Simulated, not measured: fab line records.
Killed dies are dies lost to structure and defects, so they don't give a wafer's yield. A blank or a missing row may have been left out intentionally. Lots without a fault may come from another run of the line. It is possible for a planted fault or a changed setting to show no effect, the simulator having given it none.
Chamber matching -- flow n5 finfet -- 4 sister chambers for N5_HKMG_FIN_ALD_91 on ald metal-04
The step deposits TiN, target thk 1 nm, pulse time 1 s, purge time 3 s. 20 wafers are shown with their chamber, then 10 later ones without.

## WAFERS, EACH WITH ITS CHAMBER
wafer,chamber,heater power w (W),precursor pulse height rel
L075.1,0,941,1.020
L075.2,3,955,1.018
L075.6,1,924,1.029
L077.2,3,957,0.985
L077.5,0,945,0.962
L077.6,1,919,0.990
L078.1,1,897,1.010
L078.3,2,841,1.010
L078.4,3,952,1.017
L082.2,2,841,0.967
L082.4,0,951,1.044
L082.5,0,945,0.992
L083.1,1,910,0.995
L083.2,0,936,0.981
L083.3,3,980,0.993
L084.1,0,929,0.967
L084.2,2,822,1.001
L084.6,3,957,1.001
L087.1,2,827,1.022
L087.3,1,865,1.023

SIGNATURES (means of the wafers above)
reading,chamber 0,chamber 1,chamber 2,chamber 3,scatter within a chamber
heater power w,941.17,903.00,832.75,960.20,14.4
precursor pulse height rel,0.99433,1.00940,1.00000,1.00280,0.0234
Rule: for a wafer and a chamber, the distance is found by dividing, reading by reading, the gap between the wafer's reading and the chamber's mean by the reading's scatter, squaring, summing and taking the root. The wafer belongs to the nearest chamber; if the next one is less than 2 further off, it can't be placed. How the scatter is found: for the shown wafers, subtract from each reading the mean of its chamber, square and add these, divide the total by (wafers less chambers), then take the root.

## WAFERS WHOSE CHAMBER IS MISSING
wafer,heater power w (W),precursor pulse height rel
L087.4,936,0.953
L091.2,864,1.031
L091.3,823,0.999
L091.6,922,0.977
L094.1,909,1.011
L094.2,944,0.997
L094.5,971,1.028
L096.4,956,1.031
L096.5,821,1.025
L096.6,980,1.001

## EACH ONE'S CHAMBER
wafer,from the rows above,in truth
L087.4,can't be placed: 0 or 3 or 1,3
L091.2,can't be placed: 2 or 1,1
L091.3,2,2
L091.6,can't be placed: 0 or 1 or 3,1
L094.1,can't be placed: 1 or 0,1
L094.2,can't be placed: 0 or 3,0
L094.5,can't be placed: 3 or 0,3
L096.4,can't be placed: 3 or 0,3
L096.5,2,2
L096.6,can't be placed: 3 or 0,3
Placed correctly: 2 of 10. Not placeable from these rows: 8 (in 8, the candidates include the true chamber). 0 placed wrongly.
